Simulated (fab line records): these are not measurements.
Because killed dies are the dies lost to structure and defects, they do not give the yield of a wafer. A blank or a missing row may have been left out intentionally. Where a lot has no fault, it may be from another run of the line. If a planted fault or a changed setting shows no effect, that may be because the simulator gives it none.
Matching of chambers	flow n5 finfet	4 sister chambers for N5_STI_FIN_REVEAL_ETCH_34 on rie si-06
The step etches Si in H2, material Si, target depth 0.97 nm. 16 wafers are shown with their chamber, then 8 later ones without.

## WAFERS, EACH WITH ITS CHAMBER
wafer	chamber	drypump motor current A (A)	throttle valve pct (%)	oes product au (a.u.)
L074.1	1	4.9	25.3	1.012
L074.4	0	5.9	25.2	1.023
L074.5	3	5.6	25.7	0.997
L080.2	0	5.8	25.2	1.015
L080.3	1	4.9	25.3	1.006
L080.4	0	5.8	25.2	1.014
L082.1	1	4.9	25.3	1.007
L082.2	0	5.9	25.2	1.026
L082.3	2	6.4	26.0	0.999
L082.4	2	6.4	26.0	0.992
L082.5	0	5.8	25.2	1.014
L082.6	1	4.9	25.3	1.013
L083.2	1	4.9	25.3	0.997
L083.4	2	6.4	26.0	0.989
L083.5	1	4.9	25.4	1.010
L084.1	2	6.4	26.0	0.995

SIGNATURES (averages over the wafers above)
reading	chamber 0	chamber 1	chamber 2	chamber 3	scatter within a chamber
drypump motor current A	5.840	4.900	6.400	5.600	0.0316
throttle valve pct	25.200	25.317	26.000	25.700	0.0264
oes product au	1.01840	1.00750	0.99375	0.99700	0.00543
Rule: for each reading, subtract the chamber's mean from the wafer's reading, divide by that reading's scatter and square the result; add these up over the readings and take the root, which gives the wafer's distance from the chamber. If the next closest chamber is less than 2 further off than the closest, the wafer can't be placed; otherwise it belongs to the closest. The scatter: the root of (the sum of the squares of (reading less its chamber's mean) over the shown wafers, divided by (wafers less chambers)).

## WAFERS WHOSE CHAMBER IS MISSING
wafer	drypump motor current A (A)	throttle valve pct (%)	oes product au (a.u.)
L084.5	4.9	25.4	1.015
L084.6	6.4	26.0	0.993
L090.2	5.8	25.3	1.019
L090.3	6.4	26.0	0.990
L090.4	4.9	25.3	1.014
L097.2	6.4	26.0	0.993
L097.3	5.6	25.7	1.001
L097.5	5.6	25.7	1.000

## THE CHAMBER EACH PASSED THROUGH
wafer	from the rows above	in truth
L084.5	1	1
L084.6	2	2
L090.2	0	0
L090.3	2	2
L090.4	1	1
L097.2	2	2
L097.3	3	3
L097.5	3	3
Correct placement for 8 of the 8. Can't be placed from these rows: 0. Wrongly placed: 0.
